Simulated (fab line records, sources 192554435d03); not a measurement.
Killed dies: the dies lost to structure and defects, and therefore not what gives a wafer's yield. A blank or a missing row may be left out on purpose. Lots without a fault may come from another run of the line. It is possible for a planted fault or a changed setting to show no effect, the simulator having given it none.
Which tool was responsible?	flow n5Finfet	10 lots with 30 wafers sampled at 4 steps, on a route of 1938 steps

== WHAT THE GAUGES READ, wafer by wafer ==
N5_BEOL_M6_OVL_MEAS_29. Usual: for V5_OVL the level is 0.4 nm and the standard deviation is 0.8.
lot	measured	on	V5_OVL (nm)	flag
L265	day 9 01:16	overlay-02	1.0 1.4 1.6	
L266	day 9 08:05	overlay-01	1.0 0.5 1.0	
L267	day 10 02:23	overlay-02	1.0 -0.4 0.0	
L268	day 10 02:26	overlay-01	1.2 0.4 0.6	
L270	day 10 09:23	overlay-02	-0.2 -0.1 0.7	
L273	day 11 11:22	overlay-02	1.2 0.2 0.9	
L275	day 12 04:08	overlay-01	2.3 1.8 1.2	
L280	day 12 21:22	overlay-01	0.8 0.1 -0.1	
L284	day 13 17:28	overlay-02	0.3 -0.5 -0.1	
L285	day 14 11:25	overlay-02	-1.1 -0.4 0.4	

N5_BEOL_M6_INSPECT_30: inspects for defects (brightfield). Usual: rawDefectCount at 421, with a standard deviation of 92.
lot	measured	on	rawDefectCount	flag
L265	day 9 01:20	defectInspect-01	596 582 516	
L266	day 9 08:09	defectInspect-01	606 517 455	
L267	day 10 02:27	defectInspect-02	437 265 388	
L268	day 10 02:29	defectInspect-01	289 366 383	
L270	day 10 09:26	defectInspect-01	381 495 384	
L273	day 11 11:25	defectInspect-02	355 342 335	
L275	day 12 04:11	defectInspect-02	424 578 517	
L280	day 12 21:25	defectInspect-01	500 618 331	
L284	day 13 17:31	defectInspect-01	821 761 758	OFF
L285	day 14 11:29	defectInspect-01	804 677 659	OFF

== WHAT TOOL EACH LOT RAN ON (gives the tool, then ch and the chambers of the sampled wafers, and finally the start) ==
lot	N5_BEOL_M6_ETCH_61	N5_BEOL_M6_STRIP_67
L265	rieDiel-06 ch 0,3, day 8 23:57	rieDiel-06 ch 0,3, day 9 00:09
L266	rieDiel-02 ch 0,2,3, day 9 06:50	rieDiel-02 ch 0,2,3, day 9 07:02
L267	rieDiel-05 ch 0,2, day 9 18:56	rieDiel-05 ch 0,2, day 9 19:08
L268	rieDiel-02 ch 1,2,3, day 9 21:37	rieDiel-02 ch 1,2,3, day 9 21:49
L270	rieDiel-06 ch 2,3, day 10 08:06	rieDiel-06 ch 2,3, day 10 08:18
L273	rieDiel-05 ch 2,3, day 11 08:43	rieDiel-05 ch 2,3, day 11 08:55
L275	rieDiel-05 ch 0,1,2, day 12 01:10	rieDiel-05 ch 0,1,2, day 12 01:22
L280	rieDiel-06 ch 1,2,3, day 12 18:04	rieDiel-06 ch 1,2,3, day 12 18:16
L284	rieDiel-05 ch 0,1,3, day 13 16:20	rieDiel-05 ch 0,1,3, day 13 16:32
L285	rieDiel-05 ch 0,2,3, day 14 07:17	rieDiel-05 ch 0,2,3, day 14 07:29
- N5_BEOL_M6_ETCH_61: etches SiARC in CF4, target depth 45.5 nm, time 75.8 s.
- N5_BEOL_M6_STRIP_67: strips in CF4.

== WHAT THE TOOLS THEMSELVES READ (means of the sampled wafers that have a number; where no wafer has one, the mark that the record gives instead) ==
N5_BEOL_M6_ETCH_61. Usual: drypumpMotorCurrentA 5.7 A, standard deviation 0.48; etchRfOnTimeS 75.9 s, standard deviation 1.3; oesProductAu 0.67 a.u., standard deviation 0.075; rfVppV 184.4 V, standard deviation 1.2; showerheadPlenumPTorr 2.17 Torr, standard deviation 0.077; throttleValvePct 15.59 %, standard deviation 0.24.
lot	tool	drypumpMotorCurrentA (A)	etchRfOnTimeS (s)	oesProductAu (a.u.)	rfVppV (V)	showerheadPlenumPTorr (Torr)	throttleValvePct (%)	flag
L265	rieDiel-06	5.8	76.7	0.63	185.0	2.16	15.80	
L266	rieDiel-02	6.0	76.6	0.60	184.4	2.15	15.58	
L267	rieDiel-05	5.8	74.9	0.76	184.4	2.15	15.28	
L268	rieDiel-02	6.1	77.2	0.62	184.6	2.18	15.57	
L270	rieDiel-06	5.5	73.5	0.70	184.6	2.19	15.62	
L273	rieDiel-05	5.1	77.9	0.63	184.7	2.22	15.66	
L275	rieDiel-05	5.5	75.7	0.71	184.1	2.17	15.53	
L280	rieDiel-06	5.6	75.3	0.68	185.3	2.18	15.75	
L284	rieDiel-05	5.3	76.4	0.65	183.6	2.15	15.66	
L285	rieDiel-05	5.4	75.9	0.66	184.8	2.18	15.53	

N5_BEOL_M6_STRIP_67. Usual: drypumpMotorCurrentA 5.7 A, standard deviation 0.48; oesProductAu 0.79 a.u., standard deviation 0.082; rfVppV 271.7 V, standard deviation 1.6; showerheadPlenumPTorr 1.82 Torr, standard deviation 0.065; throttleValvePct 13.58 %, standard deviation 0.25.
lot	tool	drypumpMotorCurrentA (A)	oesProductAu (a.u.)	rfVppV (V)	showerheadPlenumPTorr (Torr)	throttleValvePct (%)	flag
L265	rieDiel-06	5.8	0.74	271.7	1.81	13.79	
L266	rieDiel-02	6.0	0.71	272.0	1.80	13.59	
L267	rieDiel-05	5.7	0.88	270.9	1.81	13.24	
L268	rieDiel-02	6.1	0.73	271.2	1.83	13.58	
L270	rieDiel-06	5.6	0.79	271.3	1.83	13.58	
L273	rieDiel-05	5.0	0.75	273.8	1.87	13.66	
L275	rieDiel-05	5.5	0.83	271.6	1.82	13.51	
L280	rieDiel-06	5.6	0.80	270.4	1.83	13.73	
L284	rieDiel-05	5.3	0.76	270.9	1.80	13.66	
L285	rieDiel-05	5.4	0.78	271.9	1.83	13.53	

== THE ANSWER, worked out from the rows above alone ==
Rule: a lot is off if the mean of its wafers that have a number lies more than 3 standard deviations from the usual mean. A lot without any number at a reading at which 4 lots or more have one is off too. Where the step has rows for the other lots, those lots are counted as sound. Order of review: gauges by route order, followed by the tools' own readings, for which a lot's mean as printed above is used. At the first step where some lot is off, the reading lying furthest off is the one used; lots without a number count as furthest.
Off, at N5_BEOL_M6_INSPECT_30 on rawDefectCount: L284, L285.
A tool fits if, at a process step before that reading, it ran every lot that is off, and no sound lot after the first of them. Gauges at N5_BEOL_M6_INSPECT_30: tried the same way as those tools. Undecided on this evidence; 2 tools fit (rieDiel-05 at N5_BEOL_M6_ETCH_61 and N5_BEOL_M6_STRIP_67, defectInspect-01 at N5_BEOL_M6_INSPECT_30).

== WHAT THE SIMULATOR HAD PUT IN ==
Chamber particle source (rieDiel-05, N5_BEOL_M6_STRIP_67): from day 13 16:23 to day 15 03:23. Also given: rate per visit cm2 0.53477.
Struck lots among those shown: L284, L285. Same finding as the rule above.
